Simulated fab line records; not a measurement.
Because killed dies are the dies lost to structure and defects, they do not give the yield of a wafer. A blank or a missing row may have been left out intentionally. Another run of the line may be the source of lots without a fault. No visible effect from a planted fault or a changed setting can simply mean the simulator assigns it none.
Chamber matching || flow n5-finfet || N5_PASSIVATION_VIA_ETCH_13 on rie-diel-05: 4 sister chambers
The step etches SiO2 in CHF3/O2, target depth 660 nm, time 330 s. 8 wafers are shown with their chamber, then 7 later ones without.

## WAFERS, EACH WITH ITS CHAMBER
{"wafer": "L077.1", "chamber": 3, "showerhead-plenum-p-Torr (Torr)": 2.29, "throttle-valve-pct (%)": 19.18}
{"wafer": "L084.2", "chamber": 0, "showerhead-plenum-p-Torr (Torr)": 2.34, "throttle-valve-pct (%)": 18.71}
{"wafer": "L084.6", "chamber": 1, "showerhead-plenum-p-Torr (Torr)": 2.49, "throttle-valve-pct (%)": 19.19}
{"wafer": "L087.1", "chamber": 1, "showerhead-plenum-p-Torr (Torr)": 2.48, "throttle-valve-pct (%)": 19.19}
{"wafer": "L087.2", "chamber": 0, "showerhead-plenum-p-Torr (Torr)": 2.34, "throttle-valve-pct (%)": 18.72}
{"wafer": "L087.3", "chamber": 2, "showerhead-plenum-p-Torr (Torr)": 2.55, "throttle-valve-pct (%)": 18.97}
{"wafer": "L088.1", "chamber": 3, "showerhead-plenum-p-Torr (Torr)": 2.29, "throttle-valve-pct (%)": 19.21}
{"wafer": "L088.2", "chamber": 2, "showerhead-plenum-p-Torr (Torr)": 2.55, "throttle-valve-pct (%)": 18.95}

## WAFERS WHOSE CHAMBER IS MISSING
{"wafer": "L088.6", "showerhead-plenum-p-Torr (Torr)": 2.34, "throttle-valve-pct (%)": 18.74}
{"wafer": "L090.3", "showerhead-plenum-p-Torr (Torr)": 2.33, "throttle-valve-pct (%)": 18.75}
{"wafer": "L090.5", "showerhead-plenum-p-Torr (Torr)": 2.55, "throttle-valve-pct (%)": 18.98}
{"wafer": "L090.6", "showerhead-plenum-p-Torr (Torr)": 2.33, "throttle-valve-pct (%)": 18.76}
{"wafer": "L093.2", "showerhead-plenum-p-Torr (Torr)": 2.48, "throttle-valve-pct (%)": 19.22}
{"wafer": "L093.3", "showerhead-plenum-p-Torr (Torr)": 2.33, "throttle-valve-pct (%)": 18.75}
{"wafer": "L093.4", "showerhead-plenum-p-Torr (Torr)": 2.55, "throttle-valve-pct (%)": 19.00}

## WHICH CHAMBER EACH WENT THROUGH
{"wafer": "L088.6", "from the rows above": 0, "in truth": 0}
{"wafer": "L090.3", "from the rows above": 0, "in truth": 0}
{"wafer": "L090.5", "from the rows above": 2, "in truth": 2}
{"wafer": "L090.6", "from the rows above": 0, "in truth": 0}
{"wafer": "L093.2", "from the rows above": 1, "in truth": 1}
{"wafer": "L093.3", "from the rows above": 0, "in truth": 0}
{"wafer": "L093.4", "from the rows above": 2, "in truth": 2}
7 of 7 placed correctly. Can't be placed from these rows: 0. Wrongly placed: 0.
How it was worked out, from the rows above alone: a wafer's distance from a chamber is the root of the sum, over the readings, of the square of ((its reading less the chamber's mean) divided by the reading's scatter). If the next closest chamber is less than 2 further off than the closest, the wafer can't be placed; otherwise it belongs to the closest. The mean given for a chamber averages the wafers shown for that chamber. How the scatter is found: for the shown wafers, subtract from each reading the mean of its chamber, square and add these, divide the total by (wafers less chambers), then take the root.
